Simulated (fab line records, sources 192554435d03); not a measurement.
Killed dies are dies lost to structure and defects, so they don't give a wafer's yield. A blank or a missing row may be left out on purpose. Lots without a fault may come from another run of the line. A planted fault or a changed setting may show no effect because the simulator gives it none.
fab line records | flow n5_finfet
record lots=7 wafers=39
route steps=1938 shown WELL_APT@32 PMOS_HMC_CHANNEL_EPI@74 FIN_SAQP@94 DUMMY_GATE@243 HKMG_FIN@402 GATE_CUT@492 MOL_CONTACT_COAG@541 BEOL_M4@1111
start_h: hours from the record's first day to the start of the lot's first wafer shown | wait_h: hours since the lot's step before | " the same as in the row above | L1.1+2: a row that stands for several wafers | - no value, or no start given | * or withheld: withheld | < > ~ a bound
route shown NAME@n: a module of which the file shows steps, and the number in the route of the first | usual: mean/standard deviation of fault-free wafers | same: alike in all rows | chamber/n: place in a boat | sites: the reading at each site | _std_site: their standard deviation | _edge_site: outer sites' mean less inner sites' | radius_mm: how far each site lies from the wafer's centre | mask NAME#n: copy n | behind: the tool/chamber that last shaped the wafer | hold: why the lot was held/for how many hours/how that ended | device: the transistor (n, p or np) that didn't switch | end of line: the same wafers' tests at the end of the route | a step without rows: its recipe alone | killed: dies lost to structure and defects at the first sort, not the wafer's yield | map: a wafer's dies, x killed, . not, _ none there
set.NAME: the setting as run; set.NAME@STEP: as run at that earlier step | model.NAME: the simulator's own value behind a step, which no gauge read
lots whose settings were changed on purpose; a table a step, a row a wafer
## steps
# step N5_WELL_APT_IMPLANT_14
# recipe species=P energy_kev=160 dose_cm2=1.5e+13 tilt_deg=0 rotation_deg=0
# step N5_PMOS_HMC_CHANNEL_EPI_FIN_RECESS_16
# recipe chemistry=HBr/Cl2 target=Si mask_material=SiO2 target_depth_a=540 time_s=18 pressure_mtorr=10 icp_w=800 bias_w=75 HBr_flow_sccm=150 Cl2_flow_sccm=80
# step N5_FIN_SAQP_ALD_61
# recipe material=SiO2 target_thk_a=40 temp_c=300 ald_precursor_family=BDEAS ald_co_reactant=O2-plasma pulse_time_s=1 purge_time_s=2 co_reactant_purge_time_s=2 ald_cycles=43 pressure_torr=2
# step N5_DUMMY_GATE_ETCH_31
# recipe chemistry=C4F6/O2 target=SiO2 mask_material=SOC target_depth_a=825 time_s=27.5 ion_energy_ev=250 pressure_mtorr=30 source_w=345 bias_w=185 Ar_flow_sccm=300 C4F6_flow_sccm=10 O2_flow_sccm=10
# step N5_DUMMY_GATE_ETCH_42
# recipe chemistry=CHF3/O2 target=SiO2 target_depth_a=35 time_s=31 ion_energy_ev=30 bias_w=12 pressure_mtorr=30 source_w=600 Ar_flow_sccm=200 CHF3_flow_sccm=50 O2_flow_sccm=5
# step N5_HKMG_FIN_ETCH_54
# recipe chemistry=CF4 target=SiARC target_depth_a=455 mask_material=CAR-ArF time_s=75.8 ion_energy_ev=80 pressure_mtorr=40 source_w=545 bias_w=36 Ar_flow_sccm=100 cf4_flow_sccm=100 ends=cleared
# step N5_GATE_CUT_ETCH_36
# recipe chemistry=CF4 target=SiARC target_depth_a=130 mask_material=CAR-EUV time_s=21.7 ion_energy_ev=80 pressure_mtorr=40 source_w=545 bias_w=36 Ar_flow_sccm=100 cf4_flow_sccm=100 ends=cleared
# step N5_MOL_CONTACT_COAG_IMPLANT_129
# recipe species=Ge energy_kev=3 dose_cm2=6e+14 tilt_deg=0 rotation_deg=0
# step N5_MOL_CONTACT_COAG_CVD_140
# recipe material=W target_thk_a=665 mode=selective_fill temp_c=300 time_s=215
# step N5_BEOL_M4_RC_MEAS_101
# usual CJ_P=5.77/0.17 RS_NWELL=1037/6.2
# columns lot.wafer tool chamber start_h wait_h set.dose_cm2@WELL_APT_IMPLANT_14 set.time_s@PMOS_HMC_CHANNEL_EPI_FIN_RECESS_16 set.ald_cycles@FIN_SAQP_ALD_61 set.target_depth_a@DUMMY_GATE_ETCH_31 set.bias_w@DUMMY_GATE_ETCH_42 set.bias_w@HKMG_FIN_ETCH_54 set.cf4_flow_sccm@GATE_CUT_ETCH_36 set.energy_kev@MOL_CONTACT_COAG_IMPLANT_129 set.target_thk_a@MOL_CONTACT_COAG_CVD_140 CJ_P RS_NWELL[ohm/sq]
L076.1 prober-02 0 193.59 0.0 1.5e+13 16.82 43 825 12 36 100 3 665 6.33 1034
L076.2 " 0 " " 1.5e+13 18 43 825 13.42 36 84.9 3 665 6.04 1033
L076.3 " 0 " " 1.663e+13 18 43 825 12 30.28 84.9 3 665 6.14 982
L076.4 " 0 " " 1.663e+13 16.82 43 825 13.42 36 84.9 3 665 6.49 977
L076.5 " 0 " " 1.5e+13 16.82 43 825 12 30.28 100 3 665 6.48 1036
L076.6 " 0 " " 1.663e+13 18 43 825 13.42 30.28 100 3 665 6.09 975
L077.1 prober-01 0 199.25 0.0 1.293e+13 18 37 930.8 12 36 100 3 593.7 5.69 1120
L077.2 " 0 " " 1.293e+13 19.05 37 825 12 36 113.6 3 665 4.72 1127
L077.3 " 0 " " 1.293e+13 19.05 43 825 12 36 100 2.187 665 5.18 1130
L077.4 " 0 " " 1.5e+13 18 37 930.8 12 36 100 2.187 593.7 5.77 1032
L077.5 " 0 " " 1.5e+13 18 43 825 12 36 113.6 2.187 593.7 6.00 1025
L077.6 " 0 " " 1.5e+13 19.05 43 930.8 12 36 113.6 3 665 4.93 1042
L078.1 prober-02 0 204.44 0.0 1.5e+13 18.89 43 825 12 36 86.42 3 665 5.20 1031
L078.2 " 0 " " 1.5e+13 18.89 43 869 12 36 100 3.248 665 4.98 1030
L078.3 " 0 " " 1.436e+13 18 43 869 12 36 86.42 3.248 665 5.71 1065
L078.4 " 0 " " 1.436e+13 18 47 825 12 36 86.42 3 665 5.86 1050
L078.5 " 0 " " 1.436e+13 18.89 47 869 12 36 100 3 665 5.00 1057
L078.6 " 0 " " 1.5e+13 18 47 825 12 36 100 3.248 665 5.86 1042
L080.1 prober-02 0 219.62 0.0 1.5e+13 18 43 872.1 12 36 100 2.412 665 5.82 1033
L080.2 " 0 " " 1.5e+13 18 43 872.1 12 30.68 100 3 710.7 5.77 1026
L080.3 " 0 " " 1.5e+13 18 49 872.1 12 30.68 100 2.412 665 5.81 1034
L080.4 " 0 " " 1.5e+13 18 49 825 12 36 100 2.412 710.7 5.79 1039
L080.5 " 0 " " 1.5e+13 18 49 825 12 30.68 100 3 710.7 5.69 1033
L080.6 " 0 " " 1.5e+13 18 43 825 12 36 100 3 665 5.86 1047
L085.1 prober-02 0 274.99 0.0 1.5e+13 18 43 825 12 36 100 3 665 5.85 1042
L085.3 " 0 " " 1.5e+13 18 43 825 12 36 100 3 665 5.89 1023
L085.5 " 0 " " 1.5e+13 18 43 825 12 36 100 3 665 5.59 1031
L088.1 prober-02 0 293.75 0.0 1.5e+13 18.94 43 825 12 36 100 3 665 5.20 1042
L088.2 " 0 " " 1.323e+13 18.94 43 825 14.01 36 83.44 2.477 665 4.86 1111
L088.3 " 0 " " 1.323e+13 18.94 43 900.7 12 36 100 2.477 665 5.03 1117
L088.4 " 0 " " 1.5e+13 18 43 825 12 36 83.44 3 665 5.41 1044
L088.5 " 0 " " 1.5e+13 18 43 900.7 14.01 36 83.44 2.477 665 5.72 1035
L088.6 " 0 " " 1.323e+13 18 43 900.7 14.01 36 100 3 665 5.81 1102
L090.1 prober-01 0 295.69 0.0 1.5e+13 18 36 896 10.46 36 121.6 3 665 5.85 1032
L090.2 " 0 " " 1.5e+13 19.05 43 896 12 29.57 121.6 3.297 665 5.10 1037
L090.3 " 0 " " 1.5e+13 18 43 825 12 29.57 100 3.297 716.6 5.86 1032
L090.4 " 0 " " 1.727e+13 19.05 36 896 12 36 100 3 716.6 5.16 957
L090.5 " 0 " " 1.727e+13 19.05 36 825 10.46 29.57 121.6 3 716.6 5.09 948
L090.6 " 0 " " 1.727e+13 18 43 825 10.46 36 100 3.297 665 5.91 954
## key
split step=N5_WELL_APT_IMPLANT_14 setting=dose_cm2 stated_as=1.5e+13
response step=N5_BEOL_M4_RC_MEAS_101 reading=RS_NWELL slope=-5.88 per=1% together_with=all explained=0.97
split step=N5_PMOS_HMC_CHANNEL_EPI_FIN_RECESS_16 setting=time_s stated_as=18
response step=N5_BEOL_M4_RC_MEAS_101 reading=CJ_P slope=-0.108 per=1% together_with=all explained=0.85
split step=N5_FIN_SAQP_ALD_61 setting=ald_cycles stated_as=43
response none clear
split step=N5_DUMMY_GATE_ETCH_31 setting=target_depth_a stated_as=825
response none clear
split step=N5_DUMMY_GATE_ETCH_42 setting=bias_w stated_as=12
response none clear
split step=N5_HKMG_FIN_ETCH_54 setting=bias_w stated_as=36
response none clear
split step=N5_GATE_CUT_ETCH_36 setting=cf4_flow_sccm stated_as=100
response none clear
split step=N5_MOL_CONTACT_COAG_IMPLANT_129 setting=energy_kev stated_as=3
response none clear
split step=N5_MOL_CONTACT_COAG_CVD_140 setting=target_thk_a stated_as=665
response none clear
